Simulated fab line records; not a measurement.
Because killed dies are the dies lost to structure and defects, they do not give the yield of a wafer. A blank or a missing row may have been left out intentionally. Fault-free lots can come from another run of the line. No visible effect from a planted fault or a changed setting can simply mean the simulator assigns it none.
fab line records	flow nand-harc
record: lots: 14	wafers: 42	last-day: 25
route steps=1159 shown A_CONTACT@842
lots with no fault: from the same line, run without faults
start-h: hours from the record's first day to the start of the lot's first wafer shown	wait-h: hours from the lot's prior step to this one	" the same as in the row above	L1.1+2: a row that stands for several wafers	- no value present, or no start provided	* or withheld: withheld	< > ~ a bound
route shown NAME@n: a module of which the file shows steps, and the number in the route of the first	usual: mean/standard deviation of fault-free wafers	same: alike in all rows	chamber/n: place in a boat	sites: each site's reading	_std_site: standard deviation across them	_edge_site: inner sites' mean taken away from outer sites' mean	radius-mm: how far each site lies from the wafer's centre	mask NAME#n: copy n	behind: the last tool/chamber to shape the wafer	hold: why the lot was held/for how many hours/how that ended	device: transistor that didn't switch, given as n, p or np	end of line: at the end of the route, the tests of the same wafers	a step with no rows: only its recipe	killed: the dies lost at the first sort to structure and to defects; this is not the yield of the wafer	map: the dies of a wafer, with x for killed, . for not killed, _ for no die there
set.NAME: setting as actually run; set.NAME@STEP: the setting as run at that earlier step	model.NAME: the simulator's own value behind a step, which no gauge read
one table for each step of the route and one row for each wafer, over a sample of lots
services: from which hour (start-h, from the record's first day; less than 0 if before it) a tool's chamber was out of use, for how many hours, and why
== steps ==
step: NHARC_A_CONTACT_DEP_28
recipe: target-thk-a: 36000	temp-c: 400	material: aC
usual: throttle-valve-pct: 35.000/0.0083
lot.wafer	tool	chamber	start-h	wait-h	throttle-valve-pct
L800.2	acl-dep-01	0	357.49	3.2	35.000
L800.3	"	0	"	"	35.013
L800.4	"	0	"	"	34.983
L799.1	acl-dep-03	0	359.28	2.8	35.002
L799.5	"	0	360.74	4.2	35.007
L799.6	"	0	"	"	35.004
L802.3	acl-dep-02	0	371.25	0.8	35.005
L802.4	"	0	"	"	34.998
L802.6	"	0	"	"	35.001
L801.3	acl-dep-02	0	373.47	1.6	35.014
L801.4	"	0	"	"	34.991
L801.5	"	0	"	"	34.997
L803.2	acl-dep-03	0	400.62	0.4	34.998
L803.5	"	0	401.71	1.5	35.004
L803.6	"	0	"	"	35.002
L808.1	acl-dep-01	0	407.94	0.1	35.007
L808.4	"	0	409.04	1.2	35.011
L808.6	"	0	"	"	35.004
L815.3	acl-dep-01	0	453.94	0.8	35.008
L815.5	"	0	"	"	35.001
L815.6	"	0	"	"	35.011
L818.3	acl-dep-02	0	467.81	0.8	34.987
L818.4	"	0	"	"	34.995
L818.6	"	0	"	"	35.001
L817.2	acl-dep-01	0	468.97	1.2	34.988
L817.3	"	0	"	"	35.001
L817.6	"	0	470.44	2.7	35.011
L816.1	acl-dep-02	0	471.28	0.1	35.007
L816.4	"	0	472.38	1.2	35.017
L816.6	"	0	"	"	35.018
L819.1	acl-dep-01	0	489.76	4.6	34.983
L819.3	"	0	"	"	35.004
L819.4	"	0	"	"	35.001
L821.1	acl-dep-02	0	497.88	0.1	34.985
L821.2	"	0	"	"	34.990
L821.5	"	0	499.32	1.5	34.985
L820.2	acl-dep-01	0	499.09	0.4	34.997
L820.4	"	0	"	"	34.989
L820.5	"	0	"	"	35.011
L822.2	acl-dep-02	0	512.58	2.2	34.993
L822.3	"	0	"	"	34.991
L822.5	"	0	"	"	35.005
step: NHARC_A_CONTACT_CD_MEAS_42
recipe: target-cd-nm: 200	landing-energy-ev: 500
usual: cd-nm: 200.2/0.61
lot.wafer	tool	chamber	start-h	wait-h	cd-nm
L800.2	cd-sem-03	0	360.21	-	199.4
L800.3	"	0	"	"	200.5
L800.4	"	0	"	"	200.9
L799.1	cd-sem-02	0	362.22	-	200.1
L799.5	"	0	"	"	200.6
L799.6	"	0	"	"	200.6
L802.3	cd-sem-03	0	373.48	-	201.2
L802.4	"	0	"	"	200.6
L802.6	"	0	"	"	199.9
L801.3	cd-sem-02	0	375.72	-	199.5
L801.4	"	0	"	"	199.8
L801.5	"	0	"	"	199.9
L803.2	cd-sem-03	0	403.18	-	199.0
L803.5	"	0	"	"	199.4
L803.6	"	0	"	"	199.6
L808.1	cd-sem-02	0	410.75	-	200.1
L808.4	"	0	"	"	200.0
L808.6	"	0	"	"	200.1
L815.3	cd-sem-02	0	456.14	-	200.1
L815.5	"	0	"	"	199.4
L815.6	"	0	"	"	199.4
L818.3	cd-sem-01	0	469.89	-	201.2
L818.4	"	0	"	"	201.5
L818.6	"	0	"	"	200.4
L817.2	cd-sem-01	0	471.55	-	199.3
L817.3	"	0	"	"	199.8
L817.6	"	0	"	"	200.2
L816.1	cd-sem-03	0	474.26	-	200.7
L816.4	"	0	"	"	200.0
L816.6	"	0	"	"	199.5
L819.1	cd-sem-03	0	492.59	-	200.5
L819.3	"	0	"	"	200.5
L819.4	"	0	"	"	199.9
L821.1	cd-sem-01	0	500.78	-	200.1
L821.2	"	0	"	"	200.4
L821.5	"	0	"	"	199.5
L820.2	cd-sem-03	0	501.55	-	199.8
L820.4	"	0	"	"	201.1
L820.5	"	0	"	"	201.1
L822.2	cd-sem-01	0	515.22	-	199.6
L822.3	"	0	"	"	200.1
L822.5	"	0	"	"	200.0
step: NHARC_A_CONTACT_ETCH_113
recipe: source-w: withheld	pressure-mtorr: 20	bias-v: 3000	time-s: 94	target-depth-a: 9220	ar-flow-sccm: withheld	c4f8-flow-sccm: withheld	o2-flow-sccm: withheld	chemistry: C4F8/O2/Ar
usual: chamber-pressure-mTorr: 20.001/0.024	oes-air-line-au: 1.001/0.02
same: time-s: 94
lot.wafer	tool	chamber	start-h	wait-h	chamber-pressure-mTorr	oes-air-line-au	rf-hours-counter-h
L800.2	har-cap-etch-01	0	362.39	0.1	19.992	1.013	57
L800.4	"	0	"	"	19.987	1.001	-
L800.3	"	1	"	"	20.002	1.006	-
L799.1	har-cap-etch-02	1	364.68	0.1	19.989	0.970	9
L799.6	"	0	"	"	19.978	0.998	-
L799.5	"	1	"	"	19.996	1.010	-
L802.3	har-cap-etch-01	1	375.25	0.1	20.032	1.016	-
L802.4	"	0	"	"	19.990	0.975	-
L802.6	"	1	"	"	19.997	1.029	-
L801.3	har-cap-etch-02	0	377.49	0.1	19.981	0.991	-
L801.4	"	1	"	"	20.008	0.991	-
L801.5	"	1	"	"	20.020	1.007	-
L803.2	har-cap-etch-03	0	404.99	0.1	20.001	0.988	86
L803.5	"	0	"	"	19.981	0.975	-
L803.6	"	1	"	"	20.023	0.982	-
L808.1	har-cap-etch-02	1	413.03	0.1	19.996	0.996	17
L808.4	"	0	"	"	19.970	0.991	-
L808.6	"	0	"	"	20.004	1.000	-
L815.3	har-cap-etch-03	1	457.99	0.1	20.015	1.010	-
L815.5	"	1	"	"	20.026	0.991	-
L815.6	"	0	"	"	20.002	0.985	-
L818.4	har-cap-etch-01	1	471.67	0.1	19.979	1.017	-
L818.3	"	0	"	"	19.997	0.985	-
L818.6	"	0	"	"	19.989	1.007	-
L817.2	har-cap-etch-03	1	473.30	0.1	20.007	1.024	98
L817.3	"	1	"	"	19.997	1.020	-
L817.6	"	1	"	"	20.023	1.044	-
L816.1	har-cap-etch-01	0	476.05	0.1	20.013	0.988	76
L816.4	"	1	"	"	20.000	1.020	-
L816.6	"	1	"	"	20.023	1.018	-
L819.1	har-cap-etch-01	0	494.47	0.1	20.004	0.998	79
L819.4	"	0	"	"	19.980	1.002	-
L819.3	"	1	"	"	19.959	1.007	-
L821.1	har-cap-etch-02	0	502.52	0.1	20.004	0.974	33
L821.2	"	1	"	"	20.004	1.003	33
L821.5	"	0	"	"	20.011	1.028	-
L820.2	har-cap-etch-01	1	503.30	0.1	19.974	0.995	80
L820.4	"	0	"	"	19.995	1.006	-
L820.5	"	0	"	"	19.971	1.022	-
L822.2	har-cap-etch-02	1	516.97	0.1	20.009	1.004	35
L822.3	"	0	"	"	19.989	1.001	-
L822.5	"	1	"	"	19.969	1.002	-
step: NHARC_A_CONTACT_ETCH_96
recipe: target-depth-a: 200	over-etch-frac: 0.5	time-s: 10	ion-energy-ev: 250	c4f6-flow-sccm: 25	o2-flow-sccm: 20	ar-flow-sccm: 500	rf-w: 600	bias-w: 500	chemistry: C4F6/O2
usual: bias-w: 500.0/1.4	c4f6-flow-sccm: 25.01/0.066	drypump-motor-current-A: 5.8/0.41	oes-product-au: 0.970/0.029	rf-vpp-V: 548/3.9	showerhead-plenum-p-Torr: 3.96/0.18	throttle-valve-pct: 26.904/0.0094	time-s: 10/0
lot.wafer	tool	chamber	start-h	wait-h	bias-w	c4f6-flow-sccm	drypump-motor-current-A	oes-product-au	rf-hours-counter-h	rf-vpp-V	showerhead-plenum-p-Torr	throttle-valve-pct	time-s
L800.4	rie-diel-10	3	364.03	-	501.1	24.88	5.5	0.991	0	549	3.95	26.893	10
L800.3	"	1	"	"	501.3	25.05	5.8	1.005	0	543	3.68	26.906	10
L800.2	"	2	"	"	499.2	24.98	6.8	0.988	0	551	4.12	26.905	10
L799.1	rie-diel-02	1	366.31	-	501.4	25.06	5.6	0.983	11	547	3.93	26.895	10
L799.5	"	1	"	"	500.2	24.97	5.6	0.985	-	546	3.93	26.897	10
L799.6	"	2	"	"	499.0	24.91	5.9	0.985	-	551	4.18	26.897	10
L802.4	rie-diel-10	0	376.87	-	499.8	24.94	5.7	0.993	2	553	4.16	26.911	10
L802.3	"	2	"	"	501.4	25.13	6.8	0.999	2	551	4.12	26.891	10
L802.6	"	0	"	"	499.2	25.02	5.8	1.012	-	553	4.16	26.901	10
L801.4	rie-diel-10	0	379.11	-	499.7	25.11	5.7	1.017	3	553	4.16	26.903	10
L801.3	"	3	"	"	502.0	24.94	5.5	0.998	3	548	3.95	26.895	10
L801.5	"	0	"	"	498.8	25.18	5.7	1.009	-	552	4.16	26.896	10
L803.2	rie-diel-09	0	406.67	0.1	-	-	-	-	-	-	-	-	-
L803.5	"	0	"	"	-	-	-	-	-	-	-	-	-
L803.6	"	1	"	"	-	-	-	-	-	-	-	-	-
L808.1	rie-diel-10	1	414.66	-	-	-	-	-	-	-	-	-	-
L808.4	"	3	"	"	-	-	-	-	-	-	-	-	-
L808.6	"	0	"	"	-	-	-	-	-	-	-	-	-
L815.3	rie-diel-10	3	459.61	-	500.6	25.06	5.5	0.946	17	548	3.94	26.909	10
L815.5	"	1	"	"	502.0	25.06	5.7	0.945	-	542	3.67	26.911	10
L815.6	"	2	"	"	500.8	24.92	6.8	0.934	-	549	4.11	26.917	10
L818.3	rie-diel-09	0	473.28	-	498.9	24.92	5.6	1.003	12	541	3.70	26.907	10
L818.4	"	2	"	"	501.9	25.00	5.6	1.002	12	546	3.93	26.898	10
L818.6	"	0	"	"	498.3	24.95	5.6	0.999	-	543	3.70	26.900	10
L817.2	rie-diel-10	1	474.97	0.1	499.7	24.95	5.7	1.005	21	542	3.67	26.885	10
L817.3	"	3	"	"	500.0	24.99	5.5	0.995	20	547	3.94	26.900	10
L817.6	"	1	"	"	500.6	25.03	5.7	1.000	-	542	3.67	26.917	10
L816.1	rie-diel-09	3	477.70	-	498.9	25.07	6.2	0.945	14	552	4.14	26.890	10
L816.4	"	0	"	"	502.7	25.03	5.6	0.949	14	543	3.70	26.899	10
L816.6	"	1	"	"	500.9	24.98	5.2	0.946	-	550	4.06	26.917	10
L819.3	rie-diel-09	3	496.31	-	497.3	25.00	6.2	1.000	22	550	4.13	26.909	10
L819.1	"	0	"	"	500.8	25.00	5.5	1.002	20	542	3.69	26.900	10
L819.4	"	1	"	"	499.6	24.97	5.2	0.996	21	551	4.05	26.909	10
L821.2	rie-diel-10	3	504.17	-	498.4	24.85	5.5	0.988	24	547	3.94	26.909	10
L821.1	"	2	"	"	498.3	25.03	6.8	0.995	20	551	4.10	26.900	10
L821.5	"	0	"	"	503.0	24.93	5.7	1.006	-	552	4.15	26.903	10
L820.2	rie-diel-09	0	504.94	-	497.5	24.99	5.6	0.953	24	543	3.69	26.909	10
L820.4	"	2	"	"	500.0	25.04	5.6	0.940	24	546	3.92	26.902	10
L820.5	"	0	"	"	497.6	24.93	5.6	0.946	-	542	3.69	26.904	10
L822.2	rie-diel-02	3	518.61	-	501.8	24.96	5.6	0.961	1	543	3.68	26.921	10
L822.3	"	1	"	"	500.4	25.10	5.6	0.964	1	545	3.90	26.916	10
L822.5	"	2	"	"	501.2	24.96	5.9	0.962	-	552	4.15	26.906	10
== services ==
tool	chamber	start-h	hours	kind
har-cap-etch-03	-	346.23	0.3	repair
acl-dep-02	-	352.01	13.0	pm
rie-diel-10	-	353.58	9.0	pm
rie-diel-10	0	353.58	9.0	vent-cycle
rie-diel-10	1	353.58	9.0	vent-cycle
rie-diel-10	2	353.58	9.0	vent-cycle
rie-diel-10	3	353.58	9.0	vent-cycle
rie-diel-10	0	362.58	-	clean
rie-diel-10	1	362.58	-	clean
rie-diel-10	2	362.58	-	clean
rie-diel-10	3	362.58	-	clean
rie-diel-02	1	377.35	2.2	repair
rie-diel-09	2	401.69	12.6	repair
acl-dep-03	-	407.12	13.0	pm
har-cap-etch-02	-	408.66	1.6	repair
acl-dep-01	-	422.22	0.5	repair
rie-diel-09	2	428.25	14.1	repair
rie-diel-09	-	431.26	9.0	pm
rie-diel-09	3	453.44	1.9	repair
rie-diel-09	-	461.79	0.3	repair
rie-diel-10	2	462.02	18.7	repair
acl-dep-01	-	476.13	13.0	pm
acl-dep-02	-	485.88	5.3	repair
rie-diel-02	-	505.18	9.0	pm
== key ==
first-sign: step: NHARC_A_CONTACT_ETCH_96	reading: tool-record	direction: missing
effect none on later readings
met-at NHARC_A_CONTACT_ETCH_96
struck-lots L803,L808
later-rows-left-out L803.2,L803.5,L803.6,L808.1,L808.4,L808.6
sort-left-out L803.2,L803.5,L803.6,L808.1,L808.4,L808.6
tester-left-out L803,L808
not-acting-at NHARC_A_CONTACT_DEP_28,NHARC_A_CONTACT_CD_MEAS_42,NHARC_A_CONTACT_ETCH_113
onset-between 379.11 406.67
fault: kind: skipped-step-whole	tool: rie-diel-09,rie-diel-10	chamber: -	onset-h: 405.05	steps: NHARC_A_CONTACT_ETCH_96	scope: struck-lots-only
tester-left-out: of these lots the tester's yield and bins aren't shown, on N5 and GAA mostly nor the transistor test; their killed dies are dies lost to structure and defects alone, not to doping, threshold or leakage, so they don't give the yield
sort-left-out: the simulated sort isn't trusted on such a fault, so these wafers' sort isn't shown, and their yield isn't known
later-rows-left-out: the simulator's readings of these wafers behind a module that went badly wrong aren't trusted and aren't shown, but for the sort
